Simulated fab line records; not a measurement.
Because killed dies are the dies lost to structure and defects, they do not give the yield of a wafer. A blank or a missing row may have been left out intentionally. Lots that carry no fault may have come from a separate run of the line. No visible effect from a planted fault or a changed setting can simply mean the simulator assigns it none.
A single fault, viewed from 2 desks	flow nand-harc	every desk sees just its own numbers, and what lay behind them comes last

THE DEFECT DESK
Inspection counts along the route, by lot: the mean over sampled wafers that carry a number. Any lot whose mean is over 4 standard deviations away from the usual mean is out of limits and marked OUT; that distance is given in the brackets.
Columns: A = raw-defect-count at NHARC_A_CHANNEL_HOLE_D1_INSPECT_40, usual 65
lot	first seen here	A
L448	day 8 11:48	45
L447	day 8 12:01	42
L450	day 9 08:07	61
L449	day 9 12:08	68
L451	day 9 17:15	53
L453	day 10 07:30	564 (+24) OUT
L456	day 10 22:20	561 (+24) OUT
L463	day 12 22:40	71
L465	day 13 02:46	85
L467	day 13 06:56	76
L469	day 13 23:53	41
L470	day 14 11:34	65
This desk's finding: out of limits on L453, L456; first on L453, day 10 07:30 (raw-defect-count at NHARC_A_CHANNEL_HOLE_D1_INSPECT_40). Within limits: L448, L447, L450, L449, L451, L463, L465, L467, L469, L470.

THE TOOL OWNER'S DESK: har-etch-02
The tool's own readings at NHARC_A_CHANNEL_HOLE_D1_ETCH_24 (etches the open film in C4F8/O2/Ar, time 906.2 s, target depth 1500 nm): means of the sampled wafers that have a number, for each lot that ran on this tool. Any lot whose mean is over 4 standard deviations away from the usual mean is out of limits and marked OUT; that distance is given in the brackets.
Columns: A = drypump-motor-current-A at NHARC_A_CHANNEL_HOLE_D1_ETCH_24, usual 5.7 A; B = showerhead-plenum-p-Torr at NHARC_A_CHANNEL_HOLE_D1_ETCH_24, usual 3.81 Torr; C = throttle-valve-pct at NHARC_A_CHANNEL_HOLE_D1_ETCH_24, usual 32.236 %
lot	first seen here	A	B	C
L447	day 8 08:25	5.7	3.87	32.234
L450	day 9 04:31	5.7	3.87	32.236
L451	day 9 13:56	5.8	3.87	32.236
L453	day 10 04:02	5.7	3.86	32.233
L456	day 10 18:46	5.7	3.86	32.244
L469	day 13 20:19	5.8	3.84	32.239
L470	day 14 08:08	5.8	3.83	32.241
This desk's finding: nothing out of limits on any of the 7 lots.

TAKEN TOGETHER
The defect desk could have raised an alarm at day 10 07:30, on L453, L456.
Nothing out of limits was seen by the tool owner's desk.
The tool owner's desk has L453, L456 on record, within its limits.
Of the lots named, all ran NHARC_A_CHANNEL_HOLE_D1_ETCH_24 on har-etch-02.

WHAT THE SIMULATOR HAD PUT IN
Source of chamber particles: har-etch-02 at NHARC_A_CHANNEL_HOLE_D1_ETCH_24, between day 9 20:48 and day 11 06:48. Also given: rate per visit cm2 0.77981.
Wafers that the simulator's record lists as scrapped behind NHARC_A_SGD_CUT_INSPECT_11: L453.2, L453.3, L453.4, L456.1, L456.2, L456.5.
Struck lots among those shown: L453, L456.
Hours from the fault's start to each desk's first reading out of limits: the defect desk, 11.
